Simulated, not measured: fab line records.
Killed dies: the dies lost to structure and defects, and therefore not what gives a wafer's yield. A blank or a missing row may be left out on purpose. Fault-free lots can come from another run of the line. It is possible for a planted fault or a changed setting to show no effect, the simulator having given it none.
Which tool is to blame? :: flow n5Finfet :: 10 lots with 26 wafers sampled at 8 steps, on a route of 1938 steps

WHAT THE GAUGES SHOWED, per wafer
N5_BEOL_M4_RC_MEAS_101.
lot: L447
measured: day 7 22:12
on: prober-01
DIBL_N (mV/V): 37.0 37.4 37.3
DIBL_P (mV/V): 36.9 37.2 36.3
IOFF_N (nA/um): 0.171 0.197 0.185
IOFF_P (nA/um): 0.26 0.28 0.27
ION_N (uA/um): 668 688 674
ION_P (uA/um): 466 476 470
SS_N (mV/dec): 72.2 71.6 71.8
SS_P (mV/dec): 74.2 74.1 74.2
VT_N (mV): 251 245 246
VT_P (mV): -245 -243 -243

lot: L448
measured: day 8 10:10
on: prober-02
DIBL_N (mV/V): 37.9 37.0 38.2
DIBL_P (mV/V): 38.0 37.3 38.8
IOFF_N (nA/um): 0.172 0.167 0.183
IOFF_P (nA/um): 0.23 0.21 0.24
ION_N (uA/um): 671 687 678
ION_P (uA/um): 453 468 468
SS_N (mV/dec): 71.3 71.3 71.9
SS_P (mV/dec): 73.8 73.4 73.4
VT_N (mV): 248 249 249
VT_P (mV): -250 -255 -247

lot: L450
measured: day 9 03:32
on: prober-01
DIBL_N (mV/V): 37.4 37.7
DIBL_P (mV/V): 36.9 37.7
IOFF_N (nA/um): 0.171 0.188
IOFF_P (nA/um): 0.26 0.28
ION_N (uA/um): 687 692
ION_P (uA/um): 472 475
SS_N (mV/dec): 71.9 71.5
SS_P (mV/dec): 73.9 74.0
VT_N (mV): 249 245
VT_P (mV): -244 -245

lot: L449
measured: day 9 03:51
on: prober-02
DIBL_N (mV/V): 35.3 33.5 31.4
DIBL_P (mV/V): 36.6 33.1 30.7
IOFF_N (nA/um): 0.155 0.123 0.101
IOFF_P (nA/um): 0.21 0.17 0.14
ION_N (uA/um): 679 665 664
ION_P (uA/um): 469 461 458
SS_N (mV/dec): 71.4 71.3 70.4
SS_P (mV/dec): 73.1 73.3 72.1
VT_N (mV): 249 251 252
VT_P (mV): -249 -253 -253

lot: L453
measured: day 10 00:13
on: prober-01
DIBL_N (mV/V): 34.6 32.8
DIBL_P (mV/V): 37.0 34.4
IOFF_N (nA/um): 0.134 0.110
IOFF_P (nA/um): 0.20 0.17
ION_N (uA/um): 662 656
ION_P (uA/um): 461 454
SS_N (mV/dec): 70.8 70.3
SS_P (mV/dec): 73.4 72.3
VT_N (mV): 250 256
VT_P (mV): -251 -253

lot: L454
measured: day 10 00:21
on: prober-02
DIBL_N (mV/V): 39.0 37.2 37.3
DIBL_P (mV/V): 39.7 37.8 37.9
IOFF_N (nA/um): 0.211 0.164 0.174
IOFF_P (nA/um): 0.26 0.22 0.23
ION_N (uA/um): 675 670 668
ION_P (uA/um): 462 458 459
SS_N (mV/dec): 72.1 72.2 71.3
SS_P (mV/dec): 73.9 73.9 73.2
VT_N (mV): 245 251 247
VT_P (mV): -248 -248 -249

lot: L459
measured: day 11 04:52
on: prober-01
DIBL_N (mV/V): 35.9 34.0
DIBL_P (mV/V): 37.2 35.2
IOFF_N (nA/um): 0.173 0.139
IOFF_P (nA/um): 0.24 0.21
ION_N (uA/um): 688 669
ION_P (uA/um): 479 467
SS_N (mV/dec): 71.4 71.1
SS_P (mV/dec): 73.3 73.0
VT_N (mV): 247 249
VT_P (mV): -247 -246

lot: L465
measured: day 12 21:56
on: prober-01
DIBL_N (mV/V): 36.2 35.3 33.4
DIBL_P (mV/V): 35.1 34.8 32.4
IOFF_N (nA/um): 0.164 0.142 0.119
IOFF_P (nA/um): 0.17 0.17 0.15
ION_N (uA/um): 657 652 659
ION_P (uA/um): 449 449 455
SS_N (mV/dec): 71.5 71.8 71.1
SS_P (mV/dec): 72.7 73.9 72.6
VT_N (mV): 255 252 254
VT_P (mV): -254 -253 -254

lot: L468
measured: day 13 16:53
on: prober-01
DIBL_N (mV/V): 35.0 37.7
DIBL_P (mV/V): 35.1 37.5
IOFF_N (nA/um): 0.142 0.166
IOFF_P (nA/um): 0.21 0.24
ION_N (uA/um): 680 663
ION_P (uA/um): 469 458
SS_N (mV/dec): 70.7 71.8
SS_P (mV/dec): 73.4 73.3
VT_N (mV): 251 250
VT_P (mV): -249 -247

lot: L466
measured: day 14 04:58
on: prober-01
DIBL_N (mV/V): 39.4 37.1 38.6
DIBL_P (mV/V): 41.1 38.3 40.0
IOFF_N (nA/um): 0.240 0.195 0.217
IOFF_P (nA/um): 0.30 0.24 0.27
ION_N (uA/um): 672 690 692
ION_P (uA/um): 459 467 474
SS_N (mV/dec): 72.8 71.8 72.3
SS_P (mV/dec): 74.9 73.8 74.6
VT_N (mV): 245 245 245
VT_P (mV): -246 -248 -246

N5_BEOL_M15_THK_MEAS_01.
lot: L447
measured: day 11 01:49
on: filmMetro-02
M15_ILD_THK (nm): 1630 1636 1650

lot: L448
measured: day 11 18:35
on: filmMetro-01
M15_ILD_THK (nm): 1600 1618 1616

lot: L450
measured: day 12 08:37
on: filmMetro-01
M15_ILD_THK (nm): 1627 1656

lot: L449
measured: day 12 08:32
on: filmMetro-02
M15_ILD_THK (nm): 1582 1640 1643

lot: L453
measured: day 14 01:27
on: filmMetro-01
M15_ILD_THK (nm): 1613 1633

lot: L454
measured: day 13 19:49
on: filmMetro-01
M15_ILD_THK (nm): 1570 1629 1657

lot: L459
measured: day 15 03:11
on: filmMetro-01
M15_ILD_THK (nm): 1599 1627

lot: L465
measured: day 16 13:35
on: filmMetro-02
M15_ILD_THK (nm): 1322 1349 1341

lot: L468
measured: day 17 00:40
on: filmMetro-02
M15_ILD_THK (nm): 1573 1630

lot: L466
measured: day 17 15:59
on: filmMetro-01
M15_ILD_THK (nm): 1311 1329 1353

N5_BEOL_M15_THK_MEAS_50: measures by xrf.
lot: L447
measured: day 11 05:53
on: filmMetro-02
M15_THK (nm): 817 847 835

lot: L448
measured: day 12 02:20
on: filmMetro-01
M15_THK (nm): 846 823 844

lot: L450
measured: day 12 17:11
on: filmMetro-02
M15_THK (nm): 829 826

lot: L449
measured: day 12 13:00
on: filmMetro-02
M15_THK (nm): 827 845 864

lot: L453
measured: day 14 05:59
on: filmMetro-01
M15_THK (nm): 835 850

lot: L454
measured: day 14 02:07
on: filmMetro-02
M15_THK (nm): 833 806 836

lot: L459
measured: day 15 09:49
on: filmMetro-02
M15_THK (nm): 818 847

lot: L465
measured: day 16 19:33
on: filmMetro-01
M15_THK (nm): - - -

lot: L468
measured: day 17 05:25
on: filmMetro-02
M15_THK (nm): 817 840

lot: L466
measured: day 17 22:31
on: filmMetro-02
M15_THK (nm): - - 846

N5_BEOL_M15_RS_MEAS_54: uses a four-point probe to measure.
lot: L447
measured: day 11 06:01
on: filmMetro-01
M15_RS (ohm/sq): 0.0220 0.0214 0.0216

lot: L448
measured: day 12 02:28
on: filmMetro-01
M15_RS (ohm/sq): 0.0215 0.0222 0.0216

lot: L450
measured: day 12 17:19
on: filmMetro-01
M15_RS (ohm/sq): 0.0219 0.0220

lot: L449
measured: day 12 13:08
on: filmMetro-01
M15_RS (ohm/sq): 0.0218 0.0214 0.0209

lot: L453
measured: day 14 06:07
on: filmMetro-01
M15_RS (ohm/sq): 0.0217 0.0213

lot: L454
measured: day 14 02:15
on: filmMetro-02
M15_RS (ohm/sq): 0.0215 0.0223 0.0214

lot: L459
measured: day 15 09:57
on: filmMetro-02
M15_RS (ohm/sq): 0.0221 0.0213

lot: L465
measured: day 16 19:41
on: filmMetro-01
M15_RS (ohm/sq): - - -

lot: L468
measured: day 17 05:33
on: filmMetro-02
M15_RS (ohm/sq): 0.0223 0.0217

lot: L466
measured: day 17 22:40
on: filmMetro-02
M15_RS (ohm/sq): - - 0.0215

TOOL THAT RAN EACH LOT (tool first, then ch and the chambers of the sampled wafers, then the start)
lot: L447
N5_BEOL_M14_PRE_CLEAN_42: pvdSputter-02, day 10 23:46
N5_BEOL_M14_SPUTTER_44: pvdSputter-02, day 10 23:53
N5_BEOL_M14_SPUTTER_45: pvdSputter-02, day 10 23:58
N5_BEOL_M15_ILD_DEP_00: pecvd-03 ch 0,2, day 11 01:34

lot: L448
N5_BEOL_M14_PRE_CLEAN_42: pvdSputter-02, day 11 17:02
N5_BEOL_M14_SPUTTER_44: pvdSputter-02, day 11 17:10
N5_BEOL_M14_SPUTTER_45: pvdSputter-02, day 11 17:14
N5_BEOL_M15_ILD_DEP_00: pecvd-04 ch 0,2, day 11 18:20

lot: L450
N5_BEOL_M14_PRE_CLEAN_42: pvdSputter-01, day 12 07:05
N5_BEOL_M14_SPUTTER_44: pvdSputter-01, day 12 07:12
N5_BEOL_M14_SPUTTER_45: pvdSputter-01, day 12 07:17
N5_BEOL_M15_ILD_DEP_00: pecvd-01 ch 0,2, day 12 08:22

lot: L449
N5_BEOL_M14_PRE_CLEAN_42: pvdSputter-02, day 12 06:59
N5_BEOL_M14_SPUTTER_44: pvdSputter-02, day 12 07:07
N5_BEOL_M14_SPUTTER_45: pvdSputter-02, day 12 07:11
N5_BEOL_M15_ILD_DEP_00: pecvd-03 ch 0,1,2, day 12 08:17

lot: L453
N5_BEOL_M14_PRE_CLEAN_42: pvdSputter-01, day 13 23:33
N5_BEOL_M14_SPUTTER_44: pvdSputter-01, day 13 23:40
N5_BEOL_M14_SPUTTER_45: pvdSputter-01, day 13 23:45
N5_BEOL_M15_ILD_DEP_00: pecvd-04 ch 0, day 14 01:11

lot: L454
N5_BEOL_M14_PRE_CLEAN_42: pvdSputter-02, day 13 16:16
N5_BEOL_M14_SPUTTER_44: pvdSputter-02, day 13 16:23
N5_BEOL_M14_SPUTTER_45: pvdSputter-02, day 13 16:28
N5_BEOL_M15_ILD_DEP_00: pecvd-03 ch 0,1, day 13 19:34

lot: L459
N5_BEOL_M14_PRE_CLEAN_42: pvdSputter-03, day 15 01:39
N5_BEOL_M14_SPUTTER_44: pvdSputter-03, day 15 01:46
N5_BEOL_M14_SPUTTER_45: pvdSputter-03, day 15 01:51
N5_BEOL_M15_ILD_DEP_00: pecvd-04 ch 0, day 15 02:56

lot: L465
N5_BEOL_M14_PRE_CLEAN_42: pvdSputter-02, day 16 12:03
N5_BEOL_M14_SPUTTER_44: pvdSputter-02, day 16 12:10
N5_BEOL_M14_SPUTTER_45: pvdSputter-02, day 16 12:15
N5_BEOL_M15_ILD_DEP_00: pecvd-04 ch 0,1, day 16 13:20

lot: L468
N5_BEOL_M14_PRE_CLEAN_42: pvdSputter-03, day 16 23:05
N5_BEOL_M14_SPUTTER_44: pvdSputter-03, day 16 23:12
N5_BEOL_M14_SPUTTER_45: pvdSputter-03, day 16 23:17
N5_BEOL_M15_ILD_DEP_00: pecvd-03 ch 1,2, day 17 00:25

lot: L466
N5_BEOL_M14_PRE_CLEAN_42: pvdSputter-02, day 17 14:19
N5_BEOL_M14_SPUTTER_44: pvdSputter-02, day 17 14:26
N5_BEOL_M14_SPUTTER_45: pvdSputter-02, day 17 14:31
N5_BEOL_M15_ILD_DEP_00: pecvd-04 ch 0,2, day 17 15:38
- N5_BEOL_M14_PRE_CLEAN_42: time 30 s.
- N5_BEOL_M14_SPUTTER_44: material Ta, target thk 15 nm, time 24.19 s.
- N5_BEOL_M14_SPUTTER_45: material Cu, target thk 100 nm, time 16.67 s.
- N5_BEOL_M15_ILD_DEP_00: deposits SiO2 from TEOS/O2, target thk 1629.3 nm, time 346.1 s.

AS READ BY THE TOOLS THEMSELVES (means over the sampled wafers that have a number; for cases with no such wafer, the mark the record gives instead)
N5_BEOL_M14_PRE_CLEAN_42.
lot: L447
tool: pvdSputter-02
heaterPowerW (W): 480

lot: L448
tool: pvdSputter-02
heaterPowerW (W): 481

lot: L450
tool: pvdSputter-01
heaterPowerW (W): 464

lot: L449
tool: pvdSputter-02
heaterPowerW (W): 529

lot: L453
tool: pvdSputter-01
heaterPowerW (W): 460

lot: L454
tool: pvdSputter-02
heaterPowerW (W): 485

lot: L459
tool: pvdSputter-03
heaterPowerW (W): 460

lot: L465
tool: pvdSputter-02
heaterPowerW (W): 495

lot: L468
tool: pvdSputter-03
heaterPowerW (W): 435

lot: L466
tool: pvdSputter-02
heaterPowerW (W): 435

N5_BEOL_M14_SPUTTER_44.
lot: L447
tool: pvdSputter-02
throttleValvePct (%): 30.3

lot: L448
tool: pvdSputter-02
throttleValvePct (%): 30.2

lot: L450
tool: pvdSputter-01
throttleValvePct (%): 30.8

lot: L449
tool: pvdSputter-02
throttleValvePct (%): 31.5

lot: L453
tool: pvdSputter-01
throttleValvePct (%): 29.9

lot: L454
tool: pvdSputter-02
throttleValvePct (%): 30.2

lot: L459
tool: pvdSputter-03
throttleValvePct (%): 29.3

lot: L465
tool: pvdSputter-02
throttleValvePct (%): 30.7

lot: L468
tool: pvdSputter-03
throttleValvePct (%): 30.3

lot: L466
tool: pvdSputter-02
throttleValvePct (%): 30.7

N5_BEOL_M14_SPUTTER_45.
lot: L447
tool: pvdSputter-02
throttleValvePct (%): 30.3

lot: L448
tool: pvdSputter-02
throttleValvePct (%): 30.3

lot: L450
tool: pvdSputter-01
throttleValvePct (%): 30.6

lot: L449
tool: pvdSputter-02
throttleValvePct (%): 31.5

lot: L453
tool: pvdSputter-01
throttleValvePct (%): 29.8

lot: L454
tool: pvdSputter-02
throttleValvePct (%): 30.3

lot: L459
tool: pvdSputter-03
throttleValvePct (%): 29.3

lot: L465
tool: pvdSputter-02
throttleValvePct (%): 30.7

lot: L468
tool: pvdSputter-03
throttleValvePct (%): 30.2

lot: L466
tool: pvdSputter-02
throttleValvePct (%): 30.8

N5_BEOL_M15_ILD_DEP_00.
lot: L447
tool: pecvd-03
heaterPowerW (W): 589
showerheadPlenumPTorr (Torr): 8.350
showerheadVppV (V): 1799
throttleValvePct (%): 18.9

lot: L448
tool: pecvd-04
heaterPowerW (W): 625
showerheadPlenumPTorr (Torr): 8.334
showerheadVppV (V): 2003
throttleValvePct (%): 18.2

lot: L450
tool: pecvd-01
heaterPowerW (W): 484
showerheadPlenumPTorr (Torr): 8.320
showerheadVppV (V): 1761
throttleValvePct (%): 18.1

lot: L449
tool: pecvd-03
heaterPowerW (W): 547
showerheadPlenumPTorr (Torr): 8.341
showerheadVppV (V): 1791
throttleValvePct (%): 18.5

lot: L453
tool: pecvd-04
heaterPowerW (W): 568
showerheadPlenumPTorr (Torr): 8.320
showerheadVppV (V): 2060
throttleValvePct (%): 17.6

lot: L454
tool: pecvd-03
heaterPowerW (W): 559
showerheadPlenumPTorr (Torr): 8.329
showerheadVppV (V): 1786
throttleValvePct (%): 19.3

lot: L459
tool: pecvd-04
heaterPowerW (W): 590
showerheadPlenumPTorr (Torr): 8.350
showerheadVppV (V): 2041
throttleValvePct (%): 17.7

lot: L465
tool: pecvd-04
heaterPowerW (W): 530
showerheadPlenumPTorr (Torr): 8.310
showerheadVppV (V): 1922
throttleValvePct (%): 17.9

lot: L468
tool: pecvd-03
heaterPowerW (W): 501
showerheadPlenumPTorr (Torr): 8.357
showerheadVppV (V): 1820
throttleValvePct (%): 18.0

lot: L466
tool: pecvd-04
heaterPowerW (W): 578
showerheadPlenumPTorr (Torr): 8.349
showerheadVppV (V): 2010
throttleValvePct (%): 18.2

THE ANSWER, worked out from the rows above alone
Rule: what is usual is taken from the lots themselves. Put in order of their means at a reading, lots are off if they are a third of the lots or fewer, leave a main group of 4 or more, and stand apart from it by a gap of 3 or more times the standard deviation of the main group's means; of several such gaps the widest counts. The tables above print the reading to a certain number of digits; a main group whose means all agree to those digits is not used. A lot without any number at a reading at which 4 lots or more have one is off too. Where the step has rows for the other lots, those lots are counted as sound. After the gauges, taken in route order, come the tools' own readings; for these a lot's mean is taken, as printed above. At the first step where some lot is off, the reading lying furthest off is the one used; lots without a number count as furthest.
Off: L465, L466, seen at N5_BEOL_M15_THK_MEAS_01 (M15_ILD_THK). For the main group the mean is 1621 nm and the standard deviation 13.
If a tool, at a process step before that reading, ran all the lots that are off and no sound lot after the first of them, it fits. Gauges at N5_BEOL_M15_THK_MEAS_01: tried the same way as those tools. This does not decide it: 2 tools fit, namely pvdSputter-02 at N5_BEOL_M14_PRE_CLEAN_42 and N5_BEOL_M14_SPUTTER_44 and N5_BEOL_M14_SPUTTER_45 and pecvd-04 at N5_BEOL_M15_ILD_DEP_00.

WHAT THE SIMULATOR PUT IN
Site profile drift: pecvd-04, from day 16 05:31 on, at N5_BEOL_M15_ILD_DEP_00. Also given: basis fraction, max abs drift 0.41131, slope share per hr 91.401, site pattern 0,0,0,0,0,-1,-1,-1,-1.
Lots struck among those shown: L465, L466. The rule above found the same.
